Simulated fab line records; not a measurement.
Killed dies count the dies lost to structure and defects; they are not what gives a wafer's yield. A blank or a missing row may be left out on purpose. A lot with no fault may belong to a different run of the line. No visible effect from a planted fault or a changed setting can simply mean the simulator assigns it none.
Chamber matching + flow nandHarc + NHARC_A_CONTACT_ETCH_88 on rieDiel-04 has 4 sister chambers
The step etches the open film in CF4, target depth 39 nm, time 65 s. 22 wafers are shown with their chamber, then 11 later ones without.

WAFERS, EACH WITH ITS CHAMBER
| wafer  | chamber | showerheadPlenumPTorr (Torr) | drypumpMotorCurrentA (A) | rfVppV (V) |
|--------|---------|------------------------------|--------------------------|------------|
| L079.1 | 0       | 1.71                         | 5.8                      | 149.9      |
| L079.3 | 3       | 1.81                         | 5.8                      | 151.3      |
| L079.4 | 2       | 1.67                         | 6.2                      | 149.0      |
| L080.2 | 0       | 1.71                         | 5.8                      | 150.8      |
| L080.4 | 3       | 1.81                         | 5.8                      | 153.1      |
| L080.6 | 2       | 1.67                         | 6.2                      | 149.3      |
| L081.2 | 2       | 1.67                         | 6.2                      | 149.1      |
| L081.3 | 1       | 1.79                         | 5.7                      | 150.6      |
| L081.5 | 2       | 1.67                         | 6.2                      | 150.0      |
| L084.2 | 3       | 1.81                         | 5.8                      | 151.7      |
| L084.4 | 0       | 1.71                         | 5.8                      | 151.5      |
| L084.6 | 0       | 1.71                         | 5.8                      | 151.6      |
| L085.2 | 3       | 1.81                         | 5.8                      | 150.4      |
| L085.3 | 1       | 1.79                         | 5.7                      | 149.7      |
| L085.4 | 0       | 1.71                         | 5.8                      | 150.0      |
| L089.1 | 3       | 1.81                         | 5.8                      | 152.2      |
| L089.2 | 0       | 1.70                         | 5.8                      | 150.4      |
| L089.6 | 2       | 1.67                         | 6.2                      | 149.1      |
| L090.2 | 0       | 1.70                         | 5.8                      | 148.7      |
| L090.3 | 2       | 1.67                         | 6.3                      | 148.9      |
| L090.5 | 1       | 1.79                         | 5.6                      | 150.6      |
| L093.4 | 2       | 1.66                         | 6.2                      | 150.8      |

SIGNATURES (means of the wafers above)
| reading               | chamber 0 | chamber 1 | chamber 2 | chamber 3 | scatter within a chamber |
|-----------------------|-----------|-----------|-----------|-----------|--------------------------|
| showerheadPlenumPTorr | 1.7071    | 1.7900    | 1.6686    | 1.8100    | 0.00356                  |
| drypumpMotorCurrentA  | 5.800     | 5.667     | 6.214     | 5.800     | 0.0291                   |
| rfVppV                | 150.414   | 150.300   | 149.457   | 151.740   | 0.869                    |
Rule: a wafer lies at a distance from a chamber equal to the root of the sum of squares, over the readings, of (its reading less the chamber's mean, divided by the reading's scatter). The wafer belongs to the nearest chamber; if the next one is less than 2 further off, it can't be placed. The scatter is the square root of a quotient: the sum, over the shown wafers, of each reading's squared deviation from its chamber's mean, divided by wafers minus chambers.

WAFERS WHOSE CHAMBER IS MISSING
| wafer  | showerheadPlenumPTorr (Torr) | drypumpMotorCurrentA (A) | rfVppV (V) |
|--------|------------------------------|--------------------------|------------|
| L093.5 | 1.81                         | 5.7                      | 152.4      |
| L093.6 | 1.66                         | 6.2                      | 150.6      |
| L097.1 | 1.78                         | 5.7                      | 150.9      |
| L097.2 | 1.66                         | 6.2                      | 149.1      |
| L097.5 | 1.70                         | 5.8                      | 150.2      |
| L095.2 | 1.66                         | 6.2                      | 149.2      |
| L095.5 | 1.81                         | 5.8                      | 150.8      |
| L095.6 | 1.66                         | 6.2                      | 148.6      |
| L096.2 | 1.78                         | 5.7                      | 151.3      |
| L096.3 | 1.70                         | 5.8                      | 149.2      |
| L096.5 | 1.80                         | 5.8                      | 152.2      |

CHAMBER TAKEN BY EACH
| wafer  | from the rows above | in truth |
|--------|---------------------|----------|
| L093.5 | 3                   | 3        |
| L093.6 | 2                   | 2        |
| L097.1 | 1                   | 1        |
| L097.2 | 2                   | 2        |
| L097.5 | 0                   | 0        |
| L095.2 | 2                   | 2        |
| L095.5 | 3                   | 3        |
| L095.6 | 2                   | 2        |
| L096.2 | 1                   | 1        |
| L096.3 | 0                   | 0        |
| L096.5 | 3                   | 3        |
Placed correctly: 11 of 11. Can't be placed from these rows: 0. Number placed wrongly: 0.
